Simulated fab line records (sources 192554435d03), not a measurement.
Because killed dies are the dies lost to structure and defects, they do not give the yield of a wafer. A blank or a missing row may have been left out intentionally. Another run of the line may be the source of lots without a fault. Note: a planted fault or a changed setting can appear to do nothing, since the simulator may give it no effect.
Comparing a struck lot with a sound one || flow n5 finfet || 41 out of 1938 route steps
Sound: these wafers, L666.1, L666.3, L666.4. Struck: wafers L673.1, L673.3, L673.6. The cause is named last.
Each step with rows lists, per side, the tool, then ch with its chambers, then its first start. Under that, the readings that differ: sound wafers || struck wafers || difference of the means || sigmas: that difference in standard deviations of wafers without a fault.
alike: readings with means less than 2 such deviations apart, plus words and numbers identical on both sides. not compared: withheld readings, readings lacking a value on some wafer, bounds such as >300 that could conceal the same value, and numbers that have no deviation in the record and whose values overlap.
The two part at a step that has a row with sigmas, a row that says differs or no value, or rows on one side only. Numbers that don't overlap but have no deviation are shown without sigmas and don't part them. A reading that every wafer of one side lacks parts them only if that side has two wafers or more.

first, 1 step without rows for these wafers: N5_BEOL_M5_SRD_43 (time 30 s).
N5_BEOL_M5_CD_MEAS_35: target cd 28 nm, target cd y 24 nm.
  sound on cd sem-02 at day 8 16:08; struck on cd sem-03 at day 10 17:01
  alike: cd nm
N5_BEOL_M5_CURE_80: cures SiCOH lowk, time 120 s.
  sound on uv cure-02 ch 2, day 8 16:11; struck on uv cure-01 ch 0, day 10 17:04
  alike: lamp power pct, wafer_temp_C_max
N5_BEOL_M5_DEGAS_44: time 60 s.
  sound on pvd sputter-02 at day 8 16:44; struck on pvd sputter-01 at day 10 17:36
  alike: heater power w, susceptor temp C
then, 8 steps without rows for these wafers: N5_BEOL_M5_PRE_CLEAN_45 (time 30 s); N5_BEOL_M5_ALD_86 (deposits TaN, pulse time 2 s, purge time 3 s, co reactant purge time 2 s); N5_BEOL_M5_SURFACE_TREAT_87; N5_BEOL_M5_CVD_47 (deposits Co from CCTBA/H2, target thk 3 nm, time 216 s); N5_BEOL_M5_SPUTTER_48 (material Cu, target thk 15 nm, time 27.62 s); N5_BEOL_M5_ANNEAL_49 (time 1800 s); N5_BEOL_M5_SPUTTER_81 (material Cu, target thk 15 nm, time 27.62 s); N5_BEOL_M5_ANNEAL_82 (time 1800 s).
N5_BEOL_M5_SPUTTER_83: material Cu, target thk 15 nm, time 27.62 s.
  sound on pvd sputter-02 at day 8 19:33; struck on pvd sputter-02 at day 10 20:28
  alike: susceptor temp C, throttle valve pct
then, 1 step without rows for these wafers: N5_BEOL_M5_ANNEAL_84 (time 1800 s).
N5_BEOL_M5_SPUTTER_88: material Cu, target thk 15 nm, time 27.62 s.
  sound on pvd sputter-02 at day 8 20:38; struck on pvd sputter-02 at day 10 21:33
  alike: susceptor temp C, throttle valve pct
then, 1 step without rows for these wafers: N5_BEOL_M5_ANNEAL_89 (time 1800 s).
N5_BEOL_M5_SPUTTER_90: material Cu, target thk 4.5 nm, time 8.29 s.
  sound on pvd sputter-02 at day 8 21:44; struck on pvd sputter-02 at day 10 22:38
  alike: susceptor temp C, throttle valve pct
then, 2 steps without rows for these wafers: N5_BEOL_M5_ECD_50 (material Cu, target thk 300 nm); N5_BEOL_M5_ANNEAL_51 (time 90 s).
N5_BEOL_M5_CMP_52: polishes, stops on SiCOH lowk, t overpolish 6.9 s, target thk 62 nm.
  sound on cmp-02 ch 0,2,3, day 8 22:24; struck on cmp-04 ch 0,2,3, day 10 23:16
  alike: barrier field endpoint s, motor current A, overpolish run s, time to endpoint s
then, 4 steps without rows for these wafers: N5_BEOL_M5_PRE_CLEAN_77 (time 15 s); N5_BEOL_M5_CO_CAP_78 (material Co, precursor CCTBA/H2, target thk 2 nm, time 102.1 s); N5_BEOL_M5_PRE_CLEAN_55 (time 15 s); N5_BEOL_M5_DEP_56 (deposits SiCN from 3MS/NH3, target thk 8 nm, time 14 s).
N5_BEOL_M5_RS_MEAS_57: the measuring method here is four-point-probe.
  sound on film metro-01 at day 8 22:55; struck on film metro-01 at day 10 23:47
  alike: M5_RS
then, 2 steps without rows for these wafers: N5_BEOL_M6_ILD_DEP_00 (deposits SiCOH lowk from DEMS/porogen, target thk 179.75 nm, time 33.4 s); N5_BEOL_M6_CURE_74 (cures SiCOH lowk, time 240 s).
N5_BEOL_M6_THK_MEAS_01:
  sound on film metro-02 at day 8 23:34; struck on film metro-02 at day 11 00:25
  alike: M6_ILD_THK
then, 10 steps without rows for these wafers: N5_BEOL_M6_PECVD_70 (deposits SiO2 from TEOS/O2, target thk 20 nm, time 22.7 s); N5_BEOL_M6_HM_DEP_02 (deposits TiN, target thk 20 nm); N5_BEOL_M6_COAT_59 (time 60 s, resist thk 100 nm); N5_BEOL_M6_COAT_60 (time 60 s, resist thk 35 nm); N5_BEOL_M6_COAT_05 (resist thk 90 nm); N5_BEOL_M6_EBR_07; N5_BEOL_M6_SOFTBAKE_06 (time 60 s); N5_BEOL_M6_EXPOSE_08 (exposes mask M6); N5_BEOL_M6_PEB_09 (peb time 60 s); N5_BEOL_M6_DEVELOP_10 (develop time 30 s).
N5_BEOL_M6_CD_MEAS_11: the cd target is 38.5 nm.
  sound on cd sem-01 ch 0, day 9 03:02; struck on cd sem-02 ch 0, day 11 02:23
  alike: cd nm
N5_BEOL_M6_OVL_MEAS_12:
  sound on overlay-02 ch 0, day 9 03:04; struck on overlay-01 ch 0, day 11 02:25
  alike: M6_OVL
-- here the record skips 4 days between the struck wafers' starts before and after, leaving off in module BEOL_M6 and picking up in module PASSIVATION (first step shown: number 1936 of the route) --
N5_PASSIVATION_PROBE_49:
  record: rows for the struck wafers here (prober-01, day 14 23:33), none for the sound ones

## WHERE THEY PART
At N5_PASSIVATION_PROBE_49 and nowhere else, as far as this record goes.

WHY: the cause the simulator had injected
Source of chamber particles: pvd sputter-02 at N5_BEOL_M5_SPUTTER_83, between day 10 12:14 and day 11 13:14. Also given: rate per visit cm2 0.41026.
